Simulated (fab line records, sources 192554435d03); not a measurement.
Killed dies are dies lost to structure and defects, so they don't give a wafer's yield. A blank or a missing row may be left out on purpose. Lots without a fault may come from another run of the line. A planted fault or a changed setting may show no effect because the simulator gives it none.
Which tool did it? | flow n5_finfet | 10 lots, 30 wafers sampled, at 2 steps of a route of 1938

WHAT THE GAUGES READ, wafer by wafer
N5_BEOL_M4_RC_MEAS_101. Usual: DIBL_N 36.4 mV/V, standard deviation 1.6; DIBL_P 36.2 mV/V, standard deviation 1.8; IOFF_N 0.159 nA/um, standard deviation 0.029; IOFF_P 0.21 nA/um, standard deviation 0.034; ION_N 670 uA/um, standard deviation 12; ION_P 459 uA/um, standard deviation 8.2; SS_N 71.5 mV/dec, standard deviation 0.59; SS_P 73.2 mV/dec, standard deviation 0.54; VT_N 250 mV, standard deviation 3.3; VT_P -250 mV, standard deviation 3.7.
lot  | measured     | on        | DIBL_N (mV/V)  | DIBL_P (mV/V)  | IOFF_N (nA/um)    | IOFF_P (nA/um) | ION_N (uA/um) | ION_P (uA/um) | SS_N (mV/dec)  | SS_P (mV/dec)  | VT_N (mV)   | VT_P (mV)      | flag
L567 | day 8 17:43  | prober-02 | 34.2 34.8 36.8 | 33.1 34.2 35.6 | 0.127 0.133 0.163 | 0.17 0.19 0.21 | 658 660 668   | 450 454 462   | 71.2 70.8 72.0 | 73.0 73.5 72.5 | 253 252 252 | -252 -252 -250 |
L569 | day 9 17:08  | prober-02 | 38.1 39.7 37.4 | 36.5 38.4 35.3 | 0.204 0.260 0.191 | 0.25 0.31 0.24 | 697 698 683   | 472 477 469   | 72.2 72.9 72.1 | 73.0 73.5 73.2 | 248 243 247 | -247 -241 -247 |
L570 | day 9 19:52  | prober-01 | 37.4 34.0 35.3 | 39.1 34.9 35.5 | 0.216 0.136 0.154 | 0.26 0.20 0.19 | 689 673 667   | 473 460 454   | 71.9 70.8 71.1 | 73.9 73.1 73.5 | 241 251 250 | -246 -253 -253 |
L574 | day 11 16:36 | prober-01 | 35.4 34.2 36.1 | 35.6 34.4 38.2 | 0.146 0.130 0.167 | 0.17 0.15 0.20 | 671 657 672   | 458 442 455   | 71.8 72.3 72.0 | 72.9 72.1 73.4 | 250 255 249 | -255 -256 -251 |
L580 | day 11 18:23 | prober-02 | 35.5 35.2 36.1 | 35.8 35.1 32.9 | 0.130 0.126 0.127 | 0.20 0.18 0.15 | 656 668 643   | 452 461 445   | 71.0 70.8 72.0 | 73.0 72.8 72.8 | 253 254 256 | -251 -252 -255 |
L584 | day 13 02:19 | prober-01 | 38.3 35.2 37.8 | 39.3 37.0 40.3 | 0.193 0.148 0.189 | 0.27 0.23 0.29 | 676 677 679   | 464 467 473   | 72.3 70.9 72.2 | 73.4 73.4 74.0 | 247 249 245 | -246 -246 -243 |
L585 | day 13 05:46 | prober-02 | 39.8 34.7 37.9 | 38.1 34.4 36.6 | 0.211 0.128 0.181 | 0.25 0.20 0.24 | 673 667 677   | 456 459 458   | 72.7 70.1 72.7 | 74.5 72.9 73.4 | 243 251 246 | -251 -249 -248 |
L587 | day 13 23:15 | prober-02 | 35.5 38.6 36.9 | 34.9 39.7 37.1 | 0.113 0.190 0.152 | 0.14 0.20 0.16 | 649 673 675   | 443 453 455   | 71.2 72.2 71.9 | 72.3 73.7 72.9 | 257 250 251 | -262 -253 -258 |
L588 | day 14 19:29 | prober-01 | 36.1 37.3 33.1 | 37.1 39.1 34.9 | 0.157 0.196 0.117 | 0.22 0.26 0.19 | 657 689 652   | 458 472 460   | 71.7 71.7 70.8 | 73.4 73.6 72.5 | 253 247 253 | -250 -248 -250 |
L589 | day 14 23:20 | prober-02 | 37.0 32.8 32.9 | 37.7 33.8 34.5 | 0.179 0.114 0.119 | 0.27 0.20 0.23 | 671 657 660   | 468 466 464   | 72.1 70.8 70.8 | 73.9 72.3 73.0 | 248 255 249 | -245 -246 -247 |

N5_BEOL_M9_INSPECT_13: inspects for defects (brightfield). Usual: raw_defect_count 404, standard deviation 90.
lot  | measured     | on                | raw_defect_count | flag
L567 | day 10 18:59 | defect_inspect-02 | 459 547 465      |
L569 | day 11 11:26 | defect_inspect-01 | 361 436 435      |
L570 | day 11 16:49 | defect_inspect-01 | 269 324 406      |
L574 | day 13 06:08 | defect_inspect-01 | 331 363 347      |
L580 | day 13 10:20 | defect_inspect-01 | 536 427 440      |
L584 | day 14 17:09 | defect_inspect-02 | 348 472 383      |
L585 | day 15 04:56 | defect_inspect-01 | 268 232 273      |
L587 | day 15 18:37 | defect_inspect-02 | 348 314 312      |
L588 | day 16 11:50 | defect_inspect-01 | 336 515 357      |
L589 | day 16 17:41 | defect_inspect-01 | 522 439 512      |

WHICH TOOL RAN EACH LOT (tool, then ch and the chambers of the sampled wafers, then the start)
The record holds no process step before these readings.

WHAT THE TOOLS THEMSELVES READ (means of the sampled wafers that have a number; where no wafer has one, the mark that the record gives instead)
The record holds no such reading with a usual standard deviation.

THE ANSWER, worked out from the rows above alone
Rule: a lot is off if the mean of its wafers that have a number lies more than 3 standard deviations from the usual mean. A lot without any number at a reading at which 4 lots or more have one is off too. The other lots that the step has rows for count as sound. The gauges are gone through in route order, then the tools' own readings, and for those a lot's mean is taken as printed above. The first step at which some lot is off is used, and at that step the reading that is off furthest; a lot without a number counts as furthest.
No lot is off at any reading shown: from this, nothing can be told.

WHAT THE SIMULATOR HAD PUT IN
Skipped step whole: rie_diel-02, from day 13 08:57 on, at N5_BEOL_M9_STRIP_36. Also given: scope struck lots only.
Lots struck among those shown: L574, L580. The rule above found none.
